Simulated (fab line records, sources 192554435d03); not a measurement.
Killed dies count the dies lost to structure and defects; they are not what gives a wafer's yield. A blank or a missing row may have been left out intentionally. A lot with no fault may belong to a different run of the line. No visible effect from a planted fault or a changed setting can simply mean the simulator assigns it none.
A struck lot beside a sound one    flow n5-finfet    16 out of 1938 route steps
Sound: the wafers L330.1, L330.2, L330.4. Struck: wafers L341.1, L341.3, L341.4. The cause comes at the end.
Per side, at each step with rows, come the tool, then ch with its chambers, and then its first start. Under that, the readings that differ: sound wafers    struck wafers    difference of the means    sigmas: that difference in standard deviations of wafers without a fault.
alike: same words and numbers on both sides, and readings whose means sit less than 2 such deviations apart. not compared: any withheld reading, any reading some wafer has no value for, any bound like >300 that may hide the same value, and any number with overlapping values for which the record gives no deviation.
A row with sigmas, a row that says differs or no value, or rows on one side alone: a step with any of these is where the two part. Non-overlapping numbers with no deviation appear without sigmas and do not part them. A reading missing from all wafers of one side parts the sides only when that side holds two or more wafers.

first, 4 steps without rows for these wafers: N5_SD_EPI_N_WET_ETCH_43 (etches SiO2 in dHF, time 14 s, target depth 1.5 nm); N5_SD_EPI_N_STRIP_18 (strips in SPM, time 750 s); N5_SD_EPI_N_SRD_20 (time 30 s); N5_SD_EPI_N_PRECLEAN_48 (cleans in NF3:NH3, afs cycles 2, time 20 s, sublimation time 60 s).
N5_SD_EPI_N_VAPOR_ETCH_50: etches Si in HCl, time 54 s.
  sound on epi-rpcvd-03 ch 0, day 3 19:39; struck on epi-rpcvd-03 ch 0, day 6 17:30
  alike: lamp-inner-pct, throttle-valve-pct
then, 1 step without rows for these wafers: N5_SD_EPI_N_EPI_21 (deposits Si:P, time 690 s).
N5_SD_EPI_N_EPI_MEAS_23:
  struck on film-metro-01, day 6 19:23; sound on film-metro-01, day 3 21:33
  alike: thk-nm
then, 3 steps without rows for these wafers: N5_SD_EPI_N_PRECLEAN_24 (cleans in O3/DIW, time 60 s); N5_SD_EPI_N_SRD_25 (time 30 s); N5_SD_EPI_N_PRECLEAN_49 (cleans in NF3:NH3, afs cycles 1, time 20 s, sublimation time 60 s).
N5_SD_EPI_N_LINER_46: material SiNx, target thk 3 nm.
  sound on ald-sin-04 ch 2,3, day 3 22:00; struck on ald-sin-02 ch 1,2, day 6 19:43
  alike: heater-power-outer-w, heater-power-w
N5_SD_EPI_N_INSPECT_26: inspects for defects (darkfield).
  struck on defect-inspect-02, day 6 19:58; sound on defect-inspect-02, day 3 22:15
  alike: raw-defect-count
N5_SD_EPI_P_COAT_34: time 60 s, resist thk 350 nm.
  sound on litho-track-03 ch 0, day 3 22:17; struck on litho-track-03 ch 0, day 6 19:59
reading                   sound                 struck                difference  sigmas
heater-power-total-W (W)  502.0 502.3 500.2     814.1 816.1 814.2     +313.3      +99 or more
plate-temp-C (C)          250.01 250.08 250.04  262.30 262.18 262.27  +12.21      +76
  alike: chill-plate-temp-C
then, 1 step without rows for these wafers: N5_SD_EPI_P_COAT_35 (time 60 s, resist thk 35 nm).
-- the record jumps here: 5 days lie between the struck wafers' starts before and after (it left off in module SD_EPI_P and takes up again in module BEOL_M4, whose first step shown is number 1111 of the route) --
N5_BEOL_M4_RC_MEAS_101:
  sound on prober-02 ch 0, day 8 20:43; struck on prober-01 ch 0, day 11 17:13
  alike: DIBL_N, DIBL_P, IOFF_N, IOFF_P, ION_N, ION_P, SS_N, SS_P, VT_N, VT_P
-- the record jumps here: 5 days lie between the struck wafers' starts before and after (it left off in module BEOL_M4 and takes up again in module PASSIVATION, whose first step shown is number 1936 of the route) --
N5_PASSIVATION_PROBE_49:
  only the struck wafers here have rows in the record (prober-02, day 16 20:36); the sound ones have none

## WHERE THEY PART
First at N5_SD_EPI_P_COAT_34; last, within this record, at N5_PASSIVATION_PROBE_49.

WHY: what had been put in by the simulator
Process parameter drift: litho-track-03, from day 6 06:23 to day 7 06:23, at N5_SD_EPI_P_COAT_34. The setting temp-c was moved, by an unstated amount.
